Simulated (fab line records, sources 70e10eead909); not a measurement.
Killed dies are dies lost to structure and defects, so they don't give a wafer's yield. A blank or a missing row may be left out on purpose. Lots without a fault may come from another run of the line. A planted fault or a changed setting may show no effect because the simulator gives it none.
Chamber matching | flow nand_harc | NHARC_P_CONTACT_DESCUM_17 on rie_diel-11: 4 sister chambers
The step chemistry O2, time 3 s. 18 wafers are shown with their chamber, then 9 later ones without.

WAFERS WITH THEIR CHAMBER
wafer  | chamber | showerhead_plenum_p_Torr (Torr) | oes_product_au (a.u.) | rf_vpp_V (V)
L075.1 | 1       | 1.95                            | 0.962                 | 58.3
L075.4 | 3       | 1.83                            | 1.010                 | 56.0
L075.5 | 0       | 1.89                            | 0.982                 | 57.5
L079.1 | 0       | 1.89                            | 0.999                 | 57.2
L079.2 | 2       | 1.88                            | 1.008                 | 57.3
L079.6 | 2       | 1.88                            | 1.009                 | 57.8
L081.1 | 1       | 1.94                            | 0.985                 | 57.9
L081.3 | 2       | 1.88                            | 1.006                 | 57.9
L081.5 | 2       | 1.88                            | 1.008                 | 55.7
L083.2 | 2       | 1.88                            | 1.009                 | 57.7
L083.4 | 0       | 1.89                            | 1.002                 | 56.9
L083.5 | 1       | 1.94                            | 0.996                 | 58.4
L084.1 | 3       | 1.83                            | 1.016                 | 57.0
L084.3 | 1       | 1.94                            | 0.995                 | 56.9
L084.4 | 2       | 1.88                            | 1.004                 | 56.8
L088.3 | 3       | 1.83                            | 1.020                 | 56.8
L088.4 | 0       | 1.89                            | 0.999                 | 57.8
L088.6 | 3       | 1.83                            | 1.019                 | 56.1

SIGNATURES (means of the wafers above)
reading                  | chamber 0 | chamber 1 | chamber 2 | chamber 3 | scatter within a chamber
showerhead_plenum_p_Torr | 1.8900    | 1.9425    | 1.8800    | 1.8300    | 0.00231
oes_product_au           | 0.99550   | 0.98450   | 1.00733   | 1.01625   | 0.00878
rf_vpp_V                 | 57.350    | 57.875    | 57.200    | 56.475    | 0.661
Rule: a wafer's distance from a chamber is the root of the sum, over the readings, of the square of ((its reading less the chamber's mean) divided by the reading's scatter). The wafer belongs to the nearest chamber; if the next one is less than 2 further off, it can't be placed. The scatter: the root of (the sum of the squares of (reading less its chamber's mean) over the shown wafers, divided by (wafers less chambers)).

WAFERS WITHOUT THEIR CHAMBER
wafer  | showerhead_plenum_p_Torr (Torr) | oes_product_au (a.u.) | rf_vpp_V (V)
L090.3 | 1.89                            | 0.997                 | 57.2
L090.4 | 1.94                            | 1.002                 | 58.5
L090.5 | 1.94                            | 0.994                 | 58.8
L094.1 | 1.83                            | 1.018                 | 56.6
L094.4 | 1.94                            | 1.000                 | 57.2
L094.6 | 1.88                            | 1.000                 | 57.5
L095.1 | 1.88                            | 1.012                 | 58.2
L095.3 | 1.94                            | 1.004                 | 57.9
L095.5 | 1.89                            | 0.997                 | 58.4

WHICH CHAMBER EACH WENT THROUGH
wafer  | from the rows above | in truth
L090.3 | 0                   | 0
L090.4 | 1                   | 1
L090.5 | 1                   | 1
L094.1 | 3                   | 3
L094.4 | 1                   | 1
L094.6 | 2                   | 2
L095.1 | 2                   | 2
L095.3 | 1                   | 1
L095.5 | 0                   | 0
Placed correctly: 9 of 9. Can't be placed from these rows: 0. Placed wrongly: 0.
